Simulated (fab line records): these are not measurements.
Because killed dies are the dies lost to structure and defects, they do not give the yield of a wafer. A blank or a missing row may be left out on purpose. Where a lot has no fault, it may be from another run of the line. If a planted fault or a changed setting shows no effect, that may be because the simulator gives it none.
Chamber matching ; flow n5 finfet ; rie diel-05 running N5_BEOL_M11_STRIP_67: 4 sister chambers
The step strips in CF4. 16 wafers are shown with their chamber, then 8 later ones without.

WAFERS WITH THEIR CHAMBER
wafer;chamber;drypump motor current A (A);showerhead plenum p Torr (Torr);oes product au (a.u.)
L075.2;0;5.0;1.82;0.94
L075.4;3;5.4;1.73;0.74
L075.5;2;5.7;1.71;0.74
L077.1;1;6.2;1.81;0.80
L077.2;3;5.4;1.73;0.73
L077.4;0;5.0;1.82;0.93
L086.1;3;5.4;1.72;0.72
L086.2;0;5.0;1.82;0.89
L086.3;1;6.2;1.80;0.78
L088.1;3;5.3;1.72;0.72
L088.4;2;5.7;1.71;0.72
L088.5;0;4.9;1.82;0.89
L093.2;2;5.6;1.70;0.72
L093.4;3;5.4;1.72;0.71
L093.6;2;5.7;1.70;0.72
L076.2;2;5.7;1.70;0.70

SIGNATURES (averages over the wafers above)
reading;chamber 0;chamber 1;chamber 2;chamber 3;scatter within a chamber
drypump motor current A;4.975;6.200;5.680;5.380;0.0443
showerhead plenum p Torr;1.8200;1.8050;1.7040;1.7240;0.00492
oes product au;0.9125;0.7900;0.7200;0.7240;0.0173
Rule: for a wafer and a chamber, the distance is found by dividing, reading by reading, the gap between the wafer's reading and the chamber's mean by the reading's scatter, squaring, summing and taking the root. The wafer belongs to the nearest chamber; if the next one is less than 2 further off, it can't be placed. The scatter is the square root of a quotient: the sum, over the shown wafers, of each reading's squared deviation from its chamber's mean, divided by wafers minus chambers.

WAFERS WHOSE CHAMBER IS MISSING
wafer;drypump motor current A (A);showerhead plenum p Torr (Torr);oes product au (a.u.)
L076.3;6.1;1.80;0.77
L076.5;5.7;1.70;0.71
L095.1;6.2;1.80;0.76
L095.3;4.9;1.81;0.86
L095.6;6.2;1.80;0.76
L097.1;6.2;1.80;0.76
L097.3;5.7;1.70;0.71
L097.6;6.2;1.80;0.75

EACH ONE'S CHAMBER
wafer;from the rows above;in truth
L076.3;1;1
L076.5;2;2
L095.1;1;1
L095.3;0;0
L095.6;1;1
L097.1;1;1
L097.3;2;2
L097.6;1;1
Correctly placed: 8 of 8. Not placeable from these rows: 0. Number placed wrongly: 0.
